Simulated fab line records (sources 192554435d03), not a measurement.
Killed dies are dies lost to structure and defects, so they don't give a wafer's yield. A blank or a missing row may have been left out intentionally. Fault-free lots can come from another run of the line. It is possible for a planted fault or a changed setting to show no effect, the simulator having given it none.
Chamber matching | flow n5Finfet | 4 sister chambers for N5_HKMG_FIN_NWFM_ALD_20 on aldMetal-02
The step deposits TiAlC, target thk 2 nm, pulse time 3 s, purge time 2 s. 7 wafers are shown with their chamber, then 7 later ones without.

== WAFERS PAIRED WITH THEIR CHAMBERS ==
wafer  | chamber | heaterPowerW (W) | precursorPulseHeightRel
L075.4 | 3       | 583              | 0.985
L077.6 | 0       | 538              | 1.004
L079.3 | 2       | 537              | 1.001
L079.4 | 1       | 458              | 1.022
L079.6 | 0       | 552              | 0.988
L087.1 | 1       | 465              | 0.954
L087.3 | 2       | 547              | 0.989

== WAFERS MISSING THEIR CHAMBER ==
wafer  | heaterPowerW (W) | precursorPulseHeightRel
L087.4 | 545              | 1.025
L088.1 | 536              | 0.994
L088.4 | 537              | 0.971
L088.5 | 568              | 0.984
L089.1 | 550              | 1.003
L089.2 | 475              | 1.010
L089.6 | 458              | 1.029

== WHICH CHAMBER EACH WENT THROUGH ==
wafer  | from the rows above          | in truth
L087.4 | can't be placed: 0 or 2      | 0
L088.1 | can't be placed: 2 or 0      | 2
L088.4 | can't be placed: 2 or 0      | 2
L088.5 | can't be placed: 3 or 0 or 2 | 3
L089.1 | can't be placed: 0 or 2      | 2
L089.2 | 1                            | 1
L089.6 | 1                            | 1
2 of 7 placed correctly. Can't be placed from these rows: 5 (the true chamber is among the candidates in 5). Wrongly placed: 0.
How it was worked out, from the rows above alone: a wafer's distance from a chamber is the root of the sum, over the readings, of the square of ((its reading less the chamber's mean) divided by the reading's scatter). If the next closest chamber is less than 2 further off than the closest, the wafer can't be placed; otherwise it belongs to the closest. Each chamber's mean is taken over the wafers shown for it. The scatter: the root of (the sum of the squares of (reading less its chamber's mean) over the shown wafers, divided by (wafers less chambers)).
